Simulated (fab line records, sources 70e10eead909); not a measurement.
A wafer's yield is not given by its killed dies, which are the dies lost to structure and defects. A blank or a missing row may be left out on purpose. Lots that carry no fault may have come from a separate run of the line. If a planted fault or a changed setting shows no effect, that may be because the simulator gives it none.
fab line records    flow nand_harc    part 2 of 2: steps 22 to 30 of 30
record: lots: 5  wafers: 15  last_day: 32
route steps=1302 shown A_CONTACT@994
lots with no fault: from the same line, run without faults
start_h: start of the lot's first displayed wafer, in hours after the record's first day    wait_h: how many hours have passed since the lot's step before this one    " identical to the entry in the row above    L1.1+2: several wafers, shown together as one row    - no value, or no start was given    * or withheld: withheld    < > ~ a bound
route shown NAME@n: a module of which the file shows steps, and the number in the route of the first    usual: mean/standard deviation of fault-free wafers    same: alike in all rows    chamber/n: place in a boat    sites: the reading at each site    _std_site: standard deviation across them    _edge_site: outer sites' mean less inner sites'    radius_mm: for every site, how far away it sits from the centre of the wafer    mask NAME#n: copy n    behind: the last tool/chamber to shape the wafer    hold: the reason the lot was held/the length of the hold in hours/how it ended    device: names the non-switching transistor (n, p or np)    end of line: the same wafers' tests at the end of the route    step lacking rows: just its recipe    killed: count of dies lost to structure and defects at first sort (not the wafer's yield)    map: per-die view of a wafer (x killed, . not killed, _ where there is no die)
set.NAME: the setting the step ran with; set.NAME@STEP: the setting that earlier step ran with    model.NAME: the simulator's own value behind a step, which no gauge read
lots at selected steps of the route; one table per step, one row per wafer
services: from which hour (start_h, from the record's first day; less than 0 if before it) a tool's chamber was out of use, for how many hours, and why
== steps ==
step: NHARC_A_CONTACT_ETCH_121
recipe: source_w: withheld  pressure_mtorr: 20  bias_v: 3000  time_s: 190  target_depth_a: 18500  ar_flow_sccm: withheld  c4f8_flow_sccm: withheld  o2_flow_sccm: withheld  chemistry: C4F8/O2/Ar
lot.wafer  tool             chamber  start_h  wait_h  rf_hours_counter_h
L074.3     har_cap_etch-03  0        504.36   0.1     -
L074.4     "                1        "        "       -
L074.6     "                1        "        "       -
L083.3     har_cap_etch-01  1        592.52   0.1     -
L083.6     "                1        "        "       -
L083.5     "                0        "        "       -
L084.2     har_cap_etch-03  0        612.43   0.1     58
L084.3     "                1        "        "       -
L084.5     "                1        "        "       -
L085.3     har_cap_etch-02  0        619.24   0.1     -
L085.4     "                1        "        "       -
L085.6     "                1        "        "       -
L094.2     har_cap_etch-01  0        703.95   0.1     36
L094.4     "                0        "        "       -
L094.5     "                0        "        "       -
step: NHARC_A_CONTACT_ETCH_122
recipe: source_w: withheld  pressure_mtorr: 20  bias_v: 3000  time_s: 190  target_depth_a: 18500  ar_flow_sccm: withheld  c4f8_flow_sccm: withheld  o2_flow_sccm: withheld  chemistry: C4F8/O2/Ar
lot.wafer  tool             chamber  start_h  wait_h  rf_hours_counter_h
L074.3     har_cap_etch-03  0        504.53   0.1     -
L074.4     "                1        "        "       -
L074.6     "                1        "        "       -
L083.3     har_cap_etch-01  1        592.69   0.1     -
L083.6     "                1        "        "       -
L083.5     "                0        "        "       -
L084.2     har_cap_etch-03  0        612.60   0.1     58
L084.3     "                1        "        "       -
L084.5     "                1        "        "       -
L085.3     har_cap_etch-02  0        619.41   0.1     -
L085.4     "                1        "        "       -
L085.6     "                1        "        "       -
L094.2     har_cap_etch-01  0        704.11   0.1     36
L094.4     "                0        "        "       -
L094.5     "                0        "        "       -
step: NHARC_A_CONTACT_ETCH_123
recipe: source_w: withheld  pressure_mtorr: 20  bias_v: 400  time_s: 490  target_depth_a: 21100  ar_flow_sccm: withheld  c4f8_flow_sccm: 11.5  o2_flow_sccm: 7.2  chemistry: C4F8/O2/Ar
lot.wafer  tool             chamber  start_h  wait_h  rf_hours_counter_h
L074.3     har_cap_etch-03  0        504.81   0.3     -
L074.4     "                1        "        "       -
L074.6     "                1        "        "       -
L083.3     har_cap_etch-01  1        592.98   0.3     -
L083.6     "                1        "        "       -
L083.5     "                0        "        "       -
L084.2     har_cap_etch-03  0        612.77   0.1     58
L084.3     "                1        "        "       -
L084.5     "                1        "        "       -
L085.3     har_cap_etch-02  0        619.70   0.3     -
L085.4     "                1        "        "       -
L085.6     "                1        "        "       -
L094.2     har_cap_etch-01  0        704.34   0.2     36
L094.4     "                0        "        "       -
L094.5     "                0        "        "       -
step: NHARC_A_CONTACT_ETCH_90
recipe: target_depth_a: 400  over_etch_frac: 0.5  time_s: 85.7  ion_energy_ev: 120  ch3f_flow_sccm: 50  o2_flow_sccm: 30  ar_flow_sccm: 200  rf_w: 500  bias_w: 100  chemistry: CH3F/O2
usual: drypump_motor_current_A: 5.8/0.56  oes_product_au: 0.95/0.035  rf_vpp_V: 243.8/1.6  showerhead_plenum_p_Torr: 2.43/0.098  throttle_valve_pct: 20.664/0.0086
lot.wafer  tool         chamber  start_h  wait_h  drypump_motor_current_A  oes_product_au  rf_hours_counter_h  rf_vpp_V  showerhead_plenum_p_Torr  throttle_valve_pct
L074.3     rie_diel-11  1        506.29   1.4     5.3                      0.92            11                  243.8     2.43                      20.661
L074.4     "            2        "        "       6.7                      0.92            -                   243.1     2.30                      20.662
L074.6     "            3        "        "       5.2                      0.92            -                   245.8     2.55                      20.666
L083.3     rie_diel-11  1        593.83   0.8     5.3                      0.97            24                  243.4     2.43                      20.644
L083.6     "            2        "        "       6.6                      0.99            -                   241.1     2.29                      20.664
L083.5     "            3        "        "       5.2                      0.98            -                   245.0     2.55                      20.657
L084.2     rie_diel-03  0        613.77   0.9     5.9                      0.94            36                  242.5     2.30                      20.661
L084.3     "            2        "        "       5.4                      0.94            35                  245.7     2.54                      20.671
L084.5     "            3        "        "       5.9                      0.92            -                   245.7     2.54                      20.662
L085.3     rie_diel-11  0        620.50   0.7     6.0                      1.00            1                   243.5     2.41                      20.679
L085.4     "            2        "        "       6.6                      1.01            -                   242.4     2.29                      20.669
L085.6     "            3        "        "       5.2                      1.01            -                   246.4     2.55                      20.661
L094.4     rie_diel-10  3        705.22   0.6     4.7                      0.93            37                  245.4     2.41                      20.668
L094.2     "            0        "        "       5.5                      0.91            34                  244.3     2.44                      20.662
L094.5     "            0        "        "       5.5                      0.91            -                   244.8     2.44                      20.666
step: NHARC_A_CONTACT_ETCH_96
recipe: target_depth_a: 200  over_etch_frac: 0.5  time_s: 10  ion_energy_ev: 250  c4f6_flow_sccm: 25  o2_flow_sccm: 20  ar_flow_sccm: 500  rf_w: 600  bias_w: 500  chemistry: C4F6/O2
usual: drypump_motor_current_A: 5.8/0.56  oes_product_au: 0.963/0.027  rf_vpp_V: 546/3.1  showerhead_plenum_p_Torr: 3.88/0.15  throttle_valve_pct: 26.903/0.009
lot.wafer  tool         chamber  start_h  wait_h  drypump_motor_current_A  oes_product_au  rf_hours_counter_h  rf_vpp_V  showerhead_plenum_p_Torr  throttle_valve_pct
L074.3     rie_diel-11  1        506.42   0.1     5.4                      0.958           11                  546       3.88                      26.904
L074.4     "            2        "        "       6.6                      0.971           -                   542       3.68                      26.915
L074.6     "            3        "        "       5.2                      0.964           -                   549       4.07                      26.909
L083.3     rie_diel-11  2        -        -       6.7                      0.987           27                  542       3.67                      26.909
L083.5     "            1        "        "       5.3                      0.992           -                   546       3.87                      26.915
L083.6     "            2        "        "       6.7                      0.985           -                   542       3.67                      26.906
L084.2     rie_diel-03  3        -        -       5.9                      0.951           35                  550       4.04                      26.917
L084.3     "            1        "        "       5.7                      0.933           36                  542       3.73                      26.890
L084.5     "            3        "        "       5.9                      0.939           -                   549       4.04                      26.902
L085.3     rie_diel-11  3        620.67   0.1     5.2                      1.004           1                   549       4.06                      26.899
L085.4     "            3        "        "       5.2                      1.018           -                   552       4.05                      26.909
L085.6     "            0        "        "       6.0                      1.003           -                   546       3.85                      26.901
L094.2     rie_diel-10  0        -        -       5.4                      0.949           34                  546       3.89                      26.909
L094.4     "            2        "        "       6.1                      0.941           39                  550       4.09                      26.898
L094.5     "            3        "        "       4.7                      0.964           -                   546       3.85                      26.912
step: NHARC_A_CONTACT_CD_MEAS_53
usual: cd_nm: 289.4/0.94
lot.wafer  tool       chamber  start_h  wait_h  cd_nm
L074.3     cd_sem-01  -        506.51   -       288.3
L074.4     "          -        "        "       289.9
L074.6     "          -        "        "       289.9
L083.3     cd_sem-03  -        594.01   -       288.6
L083.5     "          -        "        "       289.3
L083.6     "          -        "        "       288.9
L084.2     cd_sem-02  -        613.98   -       291.2
L084.3     "          -        "        "       290.0
L084.5     "          -        "        "       291.2
L085.3     cd_sem-03  -        620.76   -       289.0
L085.4     "          -        "        "       289.3
L085.6     "          -        "        "       289.2
L094.2     cd_sem-01  -        705.44   -       288.3
L094.4     "          -        "        "       288.7
L094.5     "          -        "        "       288.9
step: NHARC_A_CONTACT_STRIP_99
recipe: n2_flow_sccm: 150  h2_flow_sccm: 150  ar_flow_sccm: 0  bias_w: 0  chemistry: N2/H2
lot.wafer   tool         chamber  start_h  wait_h
L074.4+3+6  rie_diel-03  3,0,0    506.70   0.2
L083.3+5+6  rie_diel-11  0,3,0    594.09   0.1
L084.2+3+5  rie_diel-03  3,0,1    614.07   0.1
L085.3+4+6  rie_diel-11  0,0,2    620.83   0.1
L094.2+4+5  rie_diel-10  2,0,2    705.52   0.1
step: NHARC_A_CONTACT_STRIP_100
recipe: cf4_flow_sccm: 100  chf3_flow_sccm: 30  ar_flow_sccm: 0  bias_w: 0  chemistry: CF4/CHF3
lot.wafer   tool         chamber  start_h  wait_h
L074.3+4+6  rie_diel-03  3,1,3    506.80   0.1
L083.3+5+6  rie_diel-11  1,2,3    594.18   0.1
L084.2+3+5  rie_diel-03  1,3,1    614.14   0.1
L085.3+6+4  rie_diel-11  0,3,0    620.94   0.1
L094.4+2+5  rie_diel-10  2,0,1    705.61   0.1
step: NHARC_A_CONTACT_STRIP_101
recipe: o2_flow_sccm: 400  cos_flow_sccm: 20  ar_flow_sccm: 0  bias_w: 0  chemistry: O2/COS
lot.wafer   tool         chamber  start_h  wait_h
L074.4+3+6  rie_diel-03  0,3,0    506.86   0.1
L083.3+5+6  rie_diel-11  0,1,2    594.25   0.1
L084.3+2+5  rie_diel-03  3,1,2    614.21   0.1
L085.3+6+4  rie_diel-11  2,2,0    621.01   0.1
L094.2+4+5  rie_diel-10  1,2,1    705.67   0.0
== services ==
tool             chamber  start_h  hours  kind
rie_diel-11      0        492.04   19.1   repair
har_cap_etch-01  -        498.91   17.0   pm
arfi_scanner-03  -        500.38   0.2    repair
litho_track-01   -        505.00   7.0    pm
rie_diel-10      1        506.13   3.3    repair
arfi_scanner-03  -        510.09   0.2    repair
arfi_scanner-01  -        516.08   0.3    repair
har_cap_etch-02  -        517.24   0.6    repair
litho_track-06   -        529.00   7.0    pm
arfi_scanner-01  -        535.71   0.7    repair
arfi_scanner-03  -        540.00   4.0    pm
rie_diel-11      1        543.25   4.5    repair
rie_diel-10      3        552.44   4.8    repair
litho_track-04   -        553.00   7.0    pm
rie_diel-10      1        565.58   7.9    repair
arfi_scanner-01  -        566.65   1.7    repair
arfi_scanner-03  -        577.89   0.9    repair
arfi_scanner-01  -        596.00   4.0    pm
rie_diel-10      -        596.61   9.0    pm
rie_diel-11      -        610.24   9.0    pm
rie_diel-03      -        628.03   1.5    repair
rie_diel-11      3        635.16   5.8    repair
rie_diel-03      -        636.60   9.0    pm
litho_track-01   -        680.00   7.0    pm
